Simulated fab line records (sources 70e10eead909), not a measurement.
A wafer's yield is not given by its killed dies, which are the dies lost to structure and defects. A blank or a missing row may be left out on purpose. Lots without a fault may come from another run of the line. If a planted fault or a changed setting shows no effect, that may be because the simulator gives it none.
fab line records	flow nandHarc
record: lots: 7	wafers: 21	lastDay: 33
route steps=1302 shown A_M0@1139 END@1302
lots untouched by any fault: they come from a run of this same line in which no faults occurred
startH: hours from the record's first day to the start of the lot's first wafer shown	waitH: hours from the lot's prior step to this one	" unchanged from the row above	L1.1+2: a single row standing in for several wafers	- no value present, or no start provided	* or withheld: withheld	< > ~ a bound
route shown NAME@n: names a module that has steps shown in the file, with the first one's number in the route	usual: mean/standard deviation of fault-free wafers	same: alike in all rows	chamber/n: place in a boat	sites: per-site readings	_std_site: standard deviation across them	_edge_site: mean of outer sites minus mean of inner sites	radiusMm: for every site, how far away it sits from the centre of the wafer	mask NAME#n: copy n	behind: the most recent tool/chamber to have shaped the wafer	hold: why the lot went on hold/how many hours it stayed there/how the hold came to an end	device: the transistor (n, p or np) that didn't switch	end of line: the route-end tests of the same wafers	a step given without rows: its recipe and nothing more	killed: at the first sort, the dies lost to defects and structure; wafer yield is something else	map: per-die view of a wafer (x killed, . not killed, _ where there is no die)
set.NAME: the setting as run; set.NAME@STEP: as run at that earlier step	model.NAME: the simulator's own value behind a step, which no gauge read
lots seen at some steps along the route; tables by step, rows by wafer
services: the hour from which a tool's chamber was out of use, counted from the record's first day as startH (under 0 if before that day), plus the number of hours and why
== steps ==
step: NHARC_A_M0_HMDS_02
recipe: timeS: 30
step: NHARC_A_M0_COAT_33
recipe: tempC: 200	timeS: 65
step: NHARC_A_M0_COAT_03
recipe: spinRpm: 1500	resistThkNm: 90
step: NHARC_A_M0_SOFTBAKE_04
recipe: tempC: 105	timeS: 55
step: NHARC_A_M0_EBR_05
step: NHARC_A_M0_EXPOSE_06
recipe: na: 1.35	targetCdNm: 80	doseMj: 83.25	maskId: A_M0
step: NHARC_A_M0_PEB_07
recipe: pebTempC: 100	pebTimeS: 65
step: NHARC_A_M0_DEVELOP_08
recipe: developTimeS: 35	devTempC: 23
step: NHARC_A_M0_CD_MEAS_09
recipe: targetCdNm: 80	landingEnergyEv: 500
usual: cdNm: 79.8/0.99
lot.wafer	tool	chamber	startH	waitH	cdNm
L111.2	cdSem-02	0	533.04	-	78.2
L111.3	"	0	"	"	78.9
L111.4	"	0	"	"	78.3
L117.1	cdSem-02	0	593.91	-	79.3
L117.2	"	0	"	"	80.2
L117.6	"	0	"	"	79.9
L121.2	cdSem-01	0	635.88	-	80.7
L121.3	"	0	"	"	81.6
L121.4	"	0	"	"	80.8
L122.1	cdSem-03	0	650.17	-	77.8
L122.2	"	0	"	"	79.1
L122.4	"	0	"	"	80.8
L131.1	cdSem-02	0	708.79	-	80.1
L131.2	"	0	"	"	79.8
L131.5	"	0	"	"	80.9
L130.1	cdSem-02	0	713.04	-	80.8
L130.3	"	0	"	"	78.5
L130.6	"	0	"	"	79.6
L132.1	cdSem-01	0	743.11	-	78.9
L132.2	"	0	"	"	80.4
L132.4	"	0	"	"	80.3
step: NHARC_A_M0_OVL_MEAS_10
recipe: pitchNm: 160
usual: overlayXNm: 0.0/0.74	overlayYNm: -0.1/0.91
lot.wafer	tool	chamber	startH	waitH	overlayXNm	overlayYNm
L111.2	overlay-02	-	533.13	-	0.1	0.4
L111.3	"	-	"	"	-0.3	0.4
L111.4	"	-	"	"	-0.2	0.4
L117.1	overlay-01	-	594.00	-	0.0	1.6
L117.2	"	-	"	"	-0.3	1.4
L117.6	"	-	"	"	-0.4	1.3
L121.2	overlay-01	-	635.96	-	1.2	0.6
L121.3	"	-	"	"	0.7	0.7
L121.4	"	-	"	"	0.6	0.2
L122.1	overlay-02	-	650.26	-	0.1	0.4
L122.2	"	-	"	"	0.0	0.1
L122.4	"	-	"	"	-0.1	0.4
L131.1	overlay-02	-	708.88	-	-0.2	-0.2
L131.2	"	-	"	"	-0.4	-0.4
L131.5	"	-	"	"	-0.6	-0.8
L130.1	overlay-02	-	713.13	-	-0.5	-1.2
L130.3	"	-	"	"	-0.6	-1.3
L130.6	"	-	"	"	-0.1	-1.5
L132.1	overlay-01	-	743.20	-	0.5	0.0
L132.2	"	-	"	"	0.5	-0.4
L132.4	"	-	"	"	0.8	-0.7
step: NHARC_A_M0_INSPECT_11
usual: rawDefectCount: 82/42
lot.wafer	tool	chamber	startH	waitH	rawDefectCount
L111.2	defectInspect-02	-	533.16	0.0	15
L111.3	"	-	"	"	21
L111.4	"	-	"	"	31
L117.1	defectInspect-02	-	594.04	0.0	173
L117.2	"	-	"	"	116
L117.6	"	-	"	"	150
L121.2	defectInspect-02	-	636.00	0.0	52
L121.3	"	-	"	"	62
L121.4	"	-	"	"	72
L122.1	defectInspect-01	-	650.29	0.0	51
L122.2	"	-	"	"	43
L122.4	"	-	"	"	38
L131.1	defectInspect-02	-	708.92	0.0	160
L131.2	"	-	"	"	176
L131.5	"	-	"	"	147
L130.1	defectInspect-01	-	713.17	0.0	40
L130.3	"	-	"	"	32
L130.6	"	-	"	"	25
L132.1	defectInspect-02	-	743.24	0.0	103
L132.2	"	-	"	"	132
L132.4	"	-	"	"	109
step: NHARC_A_M0_DESCUM_14
recipe: timeS: 3	o2FlowSccm: 200	arFlowSccm: 0	biasPowerW: 0	chemistry: O2
usual: chamberPressureMTorr: 60.00/0.054	drypumpMotorCurrentA: 5.5/0.46	mfcArSccm: 0.011/0.014	oesProductAu: 0.998/0.011	rfVppV: 57.6/0.9	showerheadPlenumPTorr: 1.88/0.088	throttleValvePct: 11.310/0.0089
lot.wafer	tool	chamber	startH	waitH	chamberPressureMTorr	drypumpMotorCurrentA	mfcArSccm	oesProductAu	rfHoursCounterH	rfVppV	showerheadPlenumPTorr	throttleValvePct
L111.2	rieDiel-02	0	533.23	0.1	60.05	5.3	0.003	0.994	9.0	59.3	2.00	11.321
L111.3	"	3	"	"	59.88	5.3	0.014	1.022	8.7	58.8	1.99	11.307
L111.4	"	0	"	"	59.99	5.3	0.003	1.005	-	57.8	2.00	11.303
L117.2	rieDiel-08	2	594.10	0.1	59.95	5.4	0.026	0.989	3.9	58.2	1.78	11.329
L117.1	"	0	"	"	60.05	5.9	0	0.991	4.2	56.8	1.81	11.316
L117.6	"	2	"	"	60.12	5.5	0.026	1.007	-	58.1	1.78	11.315
L121.4	rieDiel-08	0	636.06	0.1	59.96	5.9	0	1.000	6.1	58.2	1.81	11.319
L121.2	"	2	"	"	60.00	5.4	0.026	1.005	5.5	58.0	1.78	11.310
L121.3	"	3	"	"	59.82	6.1	0.009	0.986	6.4	56.1	1.94	11.308
L122.4	rieDiel-08	2	650.36	0.1	60.02	5.4	0.026	0.994	6.4	58.5	1.78	11.311
L122.1	"	3	"	"	59.93	6.1	0.009	0.992	7.1	56.9	1.94	11.291
L122.2	"	0	"	"	60.09	5.9	0	0.999	6.6	56.0	1.81	11.280
L131.2	rieDiel-08	2	708.99	0.1	59.93	5.4	0.026	1.010	8.6	56.8	1.78	11.299
L131.1	"	0	"	"	60.01	5.9	0	1.004	9.1	56.2	1.80	11.308
L131.5	"	1	"	"	60.03	4.9	0.005	0.988	-	57.6	1.82	11.310
L130.1	rieDiel-09	1	713.23	0.1	59.98	5.8	0.041	0.999	1.7	58.7	1.98	11.302
L130.3	"	2	"	"	59.98	6.3	0	0.985	1.4	58.2	1.78	11.306
L130.6	"	2	"	"	59.99	6.3	0	0.976	-	57.7	1.78	11.308
L132.1	rieDiel-09	1	743.30	0.1	60.11	5.8	0.041	1.010	3.3	58.5	1.98	11.312
L132.4	"	2	"	"	59.93	6.3	0	0.983	3.0	57.2	1.78	11.318
L132.2	"	0	"	"	59.94	5.0	0.011	1.001	3.4	57.4	1.81	11.307
step: NHARC_A_M0_ETCH_34
recipe: targetDepthA: 400	overetchA: 120	timeS: 43.94	ionEnergyEv: 200	n2FlowSccm: 150	h2FlowSccm: 150	arFlowSccm: 0	rfW: 400	biasW: 150	chemistry: N2/H2
usual: biasW: 150.0/0.41	chamberPressureMTorr: 30.001/0.029	drypumpMotorCurrentA: 5.5/0.46	h2FlowSccm: 150.0/0.42	mfcArSccm: 0.012/0.014	oesProductAu: 1.000/0.012	rfFwdPowerW: 394.9/1.9	rfVppV: 429.5/2.9	showerheadPlenumPTorr: 2.00/0.096	throttleValvePct: 14.172/0.009
lot.wafer	tool	chamber	startH	waitH	biasW	chamberPressureMTorr	drypumpMotorCurrentA	h2FlowSccm	mfcArSccm	oesProductAu	rfFwdPowerW	rfHoursCounterH	rfVppV	showerheadPlenumPTorr	throttleValvePct
L111.2	rieDiel-02	2	533.33	0.1	150.4	30.034	4.9	150.0	0	1.013	398.8	9.2	433.8	2.12	14.180
L111.3	"	3	"	"	149.6	30.020	5.3	149.9	0.014	1.023	394.0	8.7	435.0	2.12	14.189
L111.4	"	2	"	"	150.5	29.996	4.9	149.9	0	1.015	397.6	-	432.6	2.12	14.164
L117.2	rieDiel-08	2	594.18	0.1	150.1	30.019	5.4	149.8	0.026	0.999	392.2	3.9	426.5	1.89	14.171
L117.1	"	0	"	"	150.1	30.031	5.9	149.7	0	0.986	398.0	4.2	426.3	1.92	14.168
L117.6	"	2	"	"	150.4	30.034	5.4	150.1	0.026	0.997	394.2	-	425.2	1.89	14.171
L121.3	rieDiel-08	0	636.15	0.1	149.0	30.045	5.9	151.4	0	0.996	397.0	6.1	427.3	1.92	14.164
L121.2	"	2	"	"	150.0	29.975	5.4	149.5	0.026	1.004	391.7	5.5	426.8	1.89	14.177
L121.4	"	3	"	"	150.1	30.025	6.0	150.0	0.009	0.980	393.7	6.4	430.8	2.06	14.175
L122.2	rieDiel-08	2	650.44	0.1	149.3	29.970	5.4	150.5	0.026	1.007	394.5	6.4	426.3	1.89	14.166
L122.4	"	3	"	"	149.9	29.983	6.1	149.5	0.009	0.994	394.3	7.1	430.8	2.06	14.162
L122.1	"	1	"	"	150.5	30.021	4.9	150.0	0.005	1.013	396.4	7.3	426.8	1.94	14.167
L131.1	rieDiel-08	1	709.06	0.1	-	-	-	-	-	-	-	-	-	-	-
L131.2	"	0	"	"	-	-	-	-	-	-	-	-	-	-	-
L131.5	"	1	"	"	-	-	-	-	-	-	-	-	-	-	-
L130.3	rieDiel-09	0	713.32	0.1	-	-	-	-	-	-	-	-	-	-	-
L130.1	"	3	"	"	-	-	-	-	-	-	-	-	-	-	-
L130.6	"	0	"	"	-	-	-	-	-	-	-	-	-	-	-
L132.2	rieDiel-09	1	743.39	0.1	-	-	-	-	-	-	-	-	-	-	-
L132.4	"	2	"	"	-	-	-	-	-	-	-	-	-	-	-
L132.1	"	0	"	"	-	-	-	-	-	-	-	-	-	-	-
step: NHARC_A_M0_ETCH_15
recipe: targetDepthA: 1500	overetchA: 150	timeS: 82.5	c4f8FlowSccm: withheld	arFlowSccm: 400	rfW: 600	biasW: 300	chemistry: C4F8/Ar
usual: biasW: 299.9/0.94	chamberPressureMTorr: 25.003/0.024	oesProductAu: 0.947/0.024	rfFwdPowerW: 595.5/2.1	rfVppV: 439.5/2.8
lot.wafer	tool	chamber	startH	waitH	biasW	chamberPressureMTorr	oesProductAu	rfFwdPowerW	rfHoursCounterH	rfVppV
L111.2	rieDiel-02	0	-	-	299.7	24.999	0.925	596.0	9.0	444.3
L111.3	"	3	"	"	299.3	24.971	0.933	595.2	8.7	442.7
L111.4	"	2	"	"	299.6	24.993	0.931	593.7	-	442.7
L117.1	rieDiel-08	1	-	-	300.6	24.959	0.969	596.2	3.7	437.4
L117.2	"	3	"	"	302.5	25.020	0.950	594.4	4.1	441.3
L117.6	"	2	"	"	298.1	25.029	0.963	592.0	-	436.8
L121.3	rieDiel-08	3	-	-	300.7	24.938	0.919	590.5	6.4	441.5
L121.2	"	1	"	"	298.8	24.994	0.925	595.7	6.5	437.2
L121.4	"	2	"	"	301.2	24.957	0.934	592.6	5.5	435.8
L122.4	rieDiel-08	1	-	-	299.9	24.984	0.919	597.5	7.3	437.3
L122.2	"	2	"	"	300.3	25.013	0.937	594.7	6.4	436.5
L122.1	"	0	"	"	299.1	25.026	0.932	596.7	6.6	437.8
L131.1	rieDiel-08	1	709.16	0.1	300.2	25.004	0.917	596.7	9.5	438.1
L131.2	"	3	"	"	299.8	25.013	0.920	595.0	9.6	440.9
L131.5	"	1	"	"	302.1	25.011	0.907	595.2	-	438.4
L130.3	rieDiel-09	2	713.42	0.1	300.2	24.993	0.913	593.5	1.4	435.6
L130.1	"	3	"	"	299.8	24.996	0.967	597.2	1.3	443.4
L130.6	"	1	"	"	300.9	25.001	0.944	594.7	-	442.4
L132.2	rieDiel-09	1	743.47	0.1	301.6	25.019	0.957	597.3	3.3	442.8
L132.1	"	3	"	"	300.3	25.030	0.991	599.1	3.1	442.6
L132.4	"	0	"	"	300.0	25.011	0.957	596.4	3.4	438.3
step: NHARC_END_SORT_01
recipe: tempC: 25
usual: defectLimitedYield: 91/3.1	killedAtArray: 54/21	killedAtOther: 0.9/1.1	killedAtPeriphery: 3.5/2.5	killedDies: 58/21	killedOpen: 3.3/1.9	killedShort: 2.6/1.8	sort_bin_2_pct: 3.0/1.4	sort_bin_3_pct: 0.6/0.41	sort_bin_4_pct: 4.9/1.7	sortNPass: 619/21	sortRimYieldPct: 92/4	sortYieldPct: 91/3.1
same: grossDies: 677	sort_bin_5_pct[%]: 0	sort_bin_6_pct[%]: 0	sort_bin_7_pct[%]: 0	sort_bin_8_pct[%]: 0	sortRimNGross: 106.00
lot.wafer	tool	chamber	startH	waitH	defectLimitedYield[%]	killedAtArray	killedAtOther	killedAtPeriphery	killedDies	killedOpen	killedShort	sort_bin_2_pct[%]	sort_bin_3_pct[%]	sort_bin_4_pct[%]	sortNPass	sortRimYieldPct[%]	sortYieldPct[%]
L121.2	prober-01	0	675.24	2.8	94	38	0	1	39	3	0	1.2	0.4	4.1	638	94	94
L121.3	prober-01	0	676.04	3.1	94	40	0	1	41	1	1	1.9	0.4	3.7	636	100	94
L121.4	prober-01	0	676.85	3.4	92	50	0	4	54	6	3	3.0	0.7	4.3	623	94	92
L122.1	prober-02	0	691.49	2.5	93	46	2	1	49	2	1	2.1	0	5.2	628	91	93
L122.2	prober-02	0	692.30	2.8	94	33	1	4	38	3	2	1.3	0.1	4.1	639	92	94
L122.4	prober-02	0	693.91	3.4	94	36	1	5	42	2	5	1.5	0.4	4.3	635	96	94
L131.1	prober-02	0	747.94	2.5	0	675	0	2	677	2	0	94.7	1.2	4.1	0	0	0
L131.2	prober-02	0	748.74	2.8	0	676	0	1	677	5	2	91.4	1.0	7.5	0	0	0
L131.5	prober-02	0	751.13	3.7	0	672	1	4	677	11	2	92.3	0.6	7.1	0	0	0
L130.1	prober-01	0	755.67	2.5	0	673	2	2	677	1	2	95.6	0.3	4.1	0	0	0
L130.3	prober-01	0	757.27	3.1	0	674	1	2	677	0	3	96.6	0.1	3.2	0	0	0
L130.6	prober-01	0	759.66	4.0	0	673	0	4	677	1	1	97.5	0.3	2.2	0	0	0
L132.1	prober-01	0	786.05	2.5	0	675	1	1	677	5	2	93.5	0.7	5.8	0	0	0
L132.2	prober-01	0	786.84	2.8	0	676	0	1	677	2	4	93.9	1.2	4.9	0	0	0
L132.4	prober-01	0	788.43	3.4	0	673	0	4	677	2	4	95.9	0.9	3.2	0	0	0
killed by level:class
L121.2 A_CHANNEL_HOLE_D1:chamberFilmFlake=28 A_CONTACT:chamberFilmFlake=4 A_CHANNEL_FILL_D2:geometricParticle:open=1 A_BLC:geometricParticle:open=1 A_M0:geometricParticle:open=1 P_ZERO_WELL:chamberFilmFlake=1 A_ZERO_WELL:chamberFilmFlake=1 A_SLIT:chamberFilmFlake=1
L121.3 A_CHANNEL_HOLE_D1:chamberFilmFlake=35 A_CONTACT:chamberFilmFlake=2 P_GATE:geometricParticle:short=1 A_BLC:geometricParticle:open=1 A_DECK1_JOINT:chamberFilmFlake=1 A_STAIRCASE:chamberFilmFlake=1
L121.4 A_CHANNEL_HOLE_D1:chamberFilmFlake=33 A_CONTACT:chamberFilmFlake=6 A_STAIRCASE:chamberFilmFlake=3 P_CONTACT:geometricParticle:open=2 A_CHANNEL_FILL_D1:geometricParticle:open=2 A_ONON_D2:geometricParticle:open=2 P_ZERO_WELL:chamberFilmFlake=2 A_CHANNEL_HOLE_D2:geometricParticle:short=1
L122.1 A_CHANNEL_HOLE_D2:chamberFilmFlake=21 A_STAIRCASE:chamberFilmFlake=7 A_SLIT:chamberFilmFlake=6 A_CHANNEL_HOLE_D1:chamberFilmFlake=4 A_CHANNEL_FILL_D2:chamberFilmFlake=3 THIN_TSV:chamberFilmFlake=2 A_CHANNEL_FILL_D1:geometricParticle:short=1 A_DECK1_JOINT:geometricParticle:open=1
L122.2 A_CHANNEL_HOLE_D2:chamberFilmFlake=18 A_STAIRCASE:chamberFilmFlake=5 A_WL_FILL:chamberFilmFlake=3 A_SLIT:chamberFilmFlake=2 P_CONTACT:geometricParticle:short=1 P_CONTACT:geometricParticle:open=1 P_M0:geometricParticle:open=1 A_SOURCE_PLATE:geometricParticle:short=1
L122.4 A_CHANNEL_HOLE_D2:chamberFilmFlake=13 A_CHANNEL_HOLE_D1:chamberFilmFlake=7 A_SLIT:chamberFilmFlake=5 A_CONTACT:chamberFilmFlake=3 P_ZERO_WELL:geometricParticle:short=1 P_GATE:geometricParticle:open=1 P_CONTACT:geometricParticle:short=1 P_CONTACT:geometricParticle:open=1
L131.1 A_M0:areaEtch=607 A_CHANNEL_HOLE_D1:chamberFilmFlake=35 A_SLIT:chamberFilmFlake=18 A_CHANNEL_HOLE_D2:chamberFilmFlake=7 A_CONTACT:chamberFilmFlake=3 A_CHANNEL_FILL_D1:chamberFilmFlake=2 A_DECK1_JOINT:chamberFilmFlake=2 P_M0:geometricParticle:open=1
L131.2 A_M0:areaEtch=586 A_CHANNEL_HOLE_D1:chamberFilmFlake=39 A_SLIT:chamberFilmFlake=22 A_CHANNEL_HOLE_D2:chamberFilmFlake=19 A_WL_FILL:chamberFilmFlake=3 P_M2:geometricParticle:open=1 A_ONON_D1:geometricParticle:short=1 A_CHANNEL_FILL_D1:geometricParticle:short=1
L131.5 A_M0:areaEtch=592 A_CHANNEL_HOLE_D1:chamberFilmFlake=29 A_SLIT:chamberFilmFlake=18 A_CHANNEL_HOLE_D2:chamberFilmFlake=16 A_M0:geometricParticle:open=5 A_CONTACT:chamberFilmFlake=3 P_CONTACT:geometricParticle:open=2 A_DECK1_JOINT:chamberFilmFlake=2
L130.1 A_M0:areaEtch=636 A_CHANNEL_HOLE_D1:chamberFilmFlake=16 A_SLIT:chamberFilmFlake=9 A_CONTACT:chamberFilmFlake=8 THIN_TSV:chamberFilmFlake=2 A_ONON_D2:geometricParticle:short=1 A_CHANNEL_HOLE_D2:geometricParticle:short=1 A_SGD_CUT:geometricParticle:open=1
L130.3 A_M0:areaEtch=645 A_CHANNEL_HOLE_D1:chamberFilmFlake=11 A_SLIT:chamberFilmFlake=6 A_CONTACT:chamberFilmFlake=6 A_STAIRCASE:chamberFilmFlake=2 A_SOURCE_PLATE:geometricParticle:short=1 A_CHANNEL_HOLE_D1:geometricParticle:short=1 A_WL_FILL:geometricParticle:short=1
L130.6 A_M0:areaEtch=652 A_CHANNEL_HOLE_D1:chamberFilmFlake=9 A_SLIT:chamberFilmFlake=4 A_CONTACT:chamberFilmFlake=4 P_GATE:chamberFilmFlake=2 A_CHANNEL_HOLE_D2:chamberFilmFlake=2 P_M1:geometricParticle:open=1 A_SOURCE_PLATE:geometricParticle:short=1
L132.1 A_M0:areaEtch=612 A_CHANNEL_HOLE_D2:chamberFilmFlake=25 A_SLIT:chamberFilmFlake=17 A_CONTACT:chamberFilmFlake=7 A_CHANNEL_HOLE_D1:chamberFilmFlake=3 A_CHANNEL_FILL_D2:geometricParticle:open=2 A_WL_FILL:geometricParticle:open=2 A_CHANNEL_FILL_D2:chamberFilmFlake=2
L132.2 A_M0:areaEtch=615 A_CHANNEL_HOLE_D1:chamberFilmFlake=17 A_SLIT:chamberFilmFlake=14 A_CHANNEL_HOLE_D2:chamberFilmFlake=12 A_CONTACT:chamberFilmFlake=6 A_WL_FILL:geometricParticle:short=2 A_DECK1_JOINT:chamberFilmFlake=2 A_STAIRCASE:chamberFilmFlake=2
L132.4 A_M0:areaEtch=633 A_CHANNEL_HOLE_D2:chamberFilmFlake=16 A_SLIT:chamberFilmFlake=8 A_CONTACT:chamberFilmFlake=6 A_CHANNEL_HOLE_D1:chamberFilmFlake=4 P_STI:chamberFilmFlake=2 P_CONTACT:geometricParticle:open=1 A_ONON_D1:geometricParticle:short=1
map L130.1 (x killed, . not)
____________x____________
_________xxxxxxx_________
_______xxxxxxxxxxx_______
______xxxxxxxxxxxxx______
_____xxxxxxxxxxxxxxx_____
____xxxxxxxxxxxxxxxxx____
____xxxxxxxxxxxxxxxxx____
___xxxxxxxxxxxxxxxxxxx___
___xxxxxxxxxxxxxxxxxxx___
__xxxxxxxxxxxxxxxxxxxxx__
__xxxxxxxxxxxxxxxxxxxxx__
_xxxxxxxxxxxxxxxxxxxxxxx_
_xxxxxxxxxxxxxxxxxxxxxxx_
_xxxxxxxxxxxxxxxxxxxxxxx_
_xxxxxxxxxxxxxxxxxxxxxxx_
_xxxxxxxxxxxxxxxxxxxxxxx_
xxxxxxxxxxxxxxxxxxxxxxxxx
xxxxxxxxxxxxxxxxxxxxxxxxx
xxxxxxxxxxxxxxxxxxxxxxxxx
xxxxxxxxxxxxxxxxxxxxxxxxx
xxxxxxxxxxxxxxxxxxxxxxxxx
_xxxxxxxxxxxxxxxxxxxxxxx_
_xxxxxxxxxxxxxxxxxxxxxxx_
_xxxxxxxxxxxxxxxxxxxxxxx_
_xxxxxxxxxxxxxxxxxxxxxxx_
_xxxxxxxxxxxxxxxxxxxxxxx_
__xxxxxxxxxxxxxxxxxxxxx__
__xxxxxxxxxxxxxxxxxxxxx__
___xxxxxxxxxxxxxxxxxxx___
___xxxxxxxxxxxxxxxxxxx___
____xxxxxxxxxxxxxxxxx____
____xxxxxxxxxxxxxxxxx____
_____xxxxxxxxxxxxxxx_____
______xxxxxxxxxxxxx______
_______xxxxxxxxxxx_______
_________xxxxxxx_________
____________x____________
map L131.1 (x killed, . not)
____________x____________
_________xxxxxxx_________
_______xxxxxxxxxxx_______
______xxxxxxxxxxxxx______
_____xxxxxxxxxxxxxxx_____
____xxxxxxxxxxxxxxxxx____
____xxxxxxxxxxxxxxxxx____
___xxxxxxxxxxxxxxxxxxx___
___xxxxxxxxxxxxxxxxxxx___
__xxxxxxxxxxxxxxxxxxxxx__
__xxxxxxxxxxxxxxxxxxxxx__
_xxxxxxxxxxxxxxxxxxxxxxx_
_xxxxxxxxxxxxxxxxxxxxxxx_
_xxxxxxxxxxxxxxxxxxxxxxx_
_xxxxxxxxxxxxxxxxxxxxxxx_
_xxxxxxxxxxxxxxxxxxxxxxx_
xxxxxxxxxxxxxxxxxxxxxxxxx
xxxxxxxxxxxxxxxxxxxxxxxxx
xxxxxxxxxxxxxxxxxxxxxxxxx
xxxxxxxxxxxxxxxxxxxxxxxxx
xxxxxxxxxxxxxxxxxxxxxxxxx
_xxxxxxxxxxxxxxxxxxxxxxx_
_xxxxxxxxxxxxxxxxxxxxxxx_
_xxxxxxxxxxxxxxxxxxxxxxx_
_xxxxxxxxxxxxxxxxxxxxxxx_
_xxxxxxxxxxxxxxxxxxxxxxx_
__xxxxxxxxxxxxxxxxxxxxx__
__xxxxxxxxxxxxxxxxxxxxx__
___xxxxxxxxxxxxxxxxxxx___
___xxxxxxxxxxxxxxxxxxx___
____xxxxxxxxxxxxxxxxx____
____xxxxxxxxxxxxxxxxx____
_____xxxxxxxxxxxxxxx_____
______xxxxxxxxxxxxx______
_______xxxxxxxxxxx_______
_________xxxxxxx_________
____________x____________
== services ==
tool	chamber	startH	hours	kind
rieDiel-08	0	523.97	-	clean
rieDiel-08	1	523.97	-	clean
rieDiel-08	2	523.97	-	clean
rieDiel-08	3	523.97	-	clean
rieDiel-02	1	526.08	8.1	repair
rieDiel-08	-	544.80	9.0	pm
rieDiel-08	0	544.80	9.0	ventCycle
rieDiel-08	1	544.80	9.0	ventCycle
rieDiel-08	2	544.80	9.0	ventCycle
rieDiel-08	3	544.80	9.0	ventCycle
rieDiel-08	0	553.80	-	clean
rieDiel-08	1	553.80	-	clean
rieDiel-08	2	553.80	-	clean
rieDiel-02	2	562.91	7.4	repair
rieDiel-08	1	567.26	8.4	repair
rieDiel-02	-	570.70	9.0	pm
rieDiel-09	2	574.61	14.1	repair
rieDiel-08	2	612.46	20.7	repair
rieDiel-09	2	616.52	14.2	repair
rieDiel-09	1	650.24	4.6	repair
rieDiel-09	3	662.59	11.6	repair
rieDiel-09	-	674.16	9.0	pm
rieDiel-08	-	721.80	9.0	pm
rieDiel-02	2	741.10	4.7	repair
== key ==
firstSign: step: NHARC_A_M0_ETCH_34	reading: toolRecord	direction: missing
effect: step: NHARC_END_SORT_01	reading: sort_bin_2_pct	direction: up	sigmas: 66	usual: 3.0	struck: 94.6
moreKillsBornAt: NHARC_A_M0_ETCH_34@rieDiel-09: 3793	NHARC_A_M0_ETCH_34@rieDiel-08: 1785
metAt NHARC_A_M0_ETCH_34
struckWafers L130.1,L130.3,L130.6,L131.1,L131.2,L131.5,L132.1,L132.2,L132.4
laterRowsLeftOut L130.1,L130.3,L130.6,L131.1,L131.2,L131.5,L132.1,L132.2,L132.4
onsetBetween 650.44 709.06
fault: kind: skippedStepWhole	tool: rieDiel-08,rieDiel-09	chamber: -	onsetH: 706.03	steps: NHARC_A_M0_ETCH_34	scope: struckLotsOnly
laterRowsLeftOut: the simulator's readings of these wafers behind a module that went badly wrong aren't trusted and aren't shown, but for the sort
